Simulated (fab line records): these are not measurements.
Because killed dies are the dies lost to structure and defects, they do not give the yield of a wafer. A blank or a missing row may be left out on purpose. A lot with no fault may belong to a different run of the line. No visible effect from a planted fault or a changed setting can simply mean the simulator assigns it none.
Matching of chambers | flow n5Finfet | rieDiel-06 running N5_BEOL_M2_ETCHBACK_99: 4 sister chambers
The step etches SiO2 in CHF3, target depth 5 nm, time 10.4 s. 8 wafers are shown with their chamber, then 8 later ones without.

== EACH WAFER AND ITS CHAMBER ==
wafer  | chamber | drypumpMotorCurrentA (A) | showerheadPlenumPTorr (Torr)
L080.2 | 1       | 5.6                      | 2.22
L083.5 | 2       | 6.4                      | 2.27
L083.6 | 3       | 5.7                      | 2.11
L084.3 | 1       | 5.5                      | 2.21
L084.4 | 3       | 5.7                      | 2.10
L090.3 | 2       | 6.4                      | 2.27
L090.6 | 0       | 4.8                      | 2.06
L091.2 | 0       | 4.8                      | 2.06

== WAFERS MISSING THEIR CHAMBER ==
wafer  | drypumpMotorCurrentA (A) | showerheadPlenumPTorr (Torr)
L091.4 | 5.6                      | 2.21
L091.5 | 4.8                      | 2.06
L093.1 | 5.5                      | 2.21
L093.2 | 5.7                      | 2.10
L093.6 | 6.4                      | 2.27
L096.1 | 6.4                      | 2.26
L096.2 | 4.9                      | 2.06
L096.5 | 5.5                      | 2.21

== WHICH CHAMBER EACH WENT THROUGH ==
wafer  | from the rows above | in truth
L091.4 | 1                   | 1
L091.5 | 0                   | 0
L093.1 | 1                   | 1
L093.2 | 3                   | 3
L093.6 | 2                   | 2
L096.1 | 2                   | 2
L096.2 | 0                   | 0
L096.5 | 1                   | 1
Placed correctly: 8 of 8. Not placeable from these rows: 0. Wrongly placed: 0.
How it was worked out, from the rows above alone: a wafer's distance from a chamber is the root of the sum, over the readings, of the square of ((its reading less the chamber's mean) divided by the reading's scatter). The wafer belongs to the nearest chamber; if the next one is less than 2 further off, it can't be placed. The mean given for a chamber averages the wafers shown for that chamber. How the scatter is found: for the shown wafers, subtract from each reading the mean of its chamber, square and add these, divide the total by (wafers less chambers), then take the root.
